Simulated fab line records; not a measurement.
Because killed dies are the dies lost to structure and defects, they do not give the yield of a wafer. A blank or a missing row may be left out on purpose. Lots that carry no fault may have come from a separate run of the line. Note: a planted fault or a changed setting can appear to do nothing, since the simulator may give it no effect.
Which of the tools did it? -- flow n5_finfet -- 12 lots, 36 wafers sampled, at 2 steps of a route of 1938

WHAT EACH GAUGE READ, for each wafer
N5_MIM_TOP_LITHO_OVL_MEAS_11.
lot,measured,on,MIM_TOP_OVL (nm)
L076,day 12 00:18,overlay-01,1 -7 -7
L078,day 12 16:54,overlay-02,-5 1 11
L079,day 13 11:28,overlay-01,-6 2 -1
L083,day 13 23:29,overlay-01,-3 -4 3
L081,day 14 02:02,overlay-01,3 6 4
L084,day 14 13:15,overlay-01,-7 -16 0
L088,day 15 10:40,overlay-02,3 0 5
L090,day 16 00:03,overlay-02,3 2 2
L089,day 16 02:04,overlay-02,-5 2 4
L093,day 16 18:32,overlay-02,-3 8 2
L094,day 17 00:47,overlay-01,0 -2 -3
L096,day 17 14:32,overlay-01,-2 -9 3

WHAT TOOL EACH LOT RAN ON (gives the tool, then ch and the chambers of the sampled wafers, and finally the start)
lot,N5_BEOL_M15_STRIP_62
L076,"rie_diel-02 ch 0,1,3, day 12 00:18 or earlier"
L078,"rie_diel-02 ch 0,1,2, day 12 16:54 or earlier"
L079,"rie_diel-03 ch 0,1,2, day 13 11:28 or earlier"
L083,"rie_diel-02 ch 0,1, day 13 23:29 or earlier"
L081,"rie_diel-05 ch 1,2,3, day 14 02:02 or earlier"
L084,"rie_diel-05 ch 0,3, day 14 13:15 or earlier"
L088,"rie_diel-05 ch 0,3, day 15 10:40 or earlier"
L090,"rie_diel-03 ch 0,1, day 16 00:03 or earlier"
L089,"rie_diel-05 ch 0,3, day 16 02:04 or earlier"
L093,"rie_diel-05 ch 0,1, day 16 18:32 or earlier"
L094,"rie_diel-02 ch 1,2,3, day 17 00:47 or earlier"
L096,"rie_diel-05 ch 1,2,3, day 17 14:32 or earlier"
- N5_BEOL_M15_STRIP_62: strips in O2.

THE ANSWER, worked out from the rows above alone
Rule: the lots themselves supply what counts as usual. The widest of any qualifying gaps counts: lots, ordered by their means at a reading, are off when they make up no more than a third of the lots, leave a main group of 4 or more, and stand apart from it by 3 or more times the standard deviation of that group's means. The tables above print the reading to a certain number of digits; a main group whose means all agree to those digits is not used. Also off: a lot with no number at a reading for which 4 or more lots have one. Where the step has rows for the other lots, those lots are counted as sound.
No lot is off on any of the readings shown, so nothing can be concluded from this.

WHAT WAS PUT IN BY THE SIMULATOR
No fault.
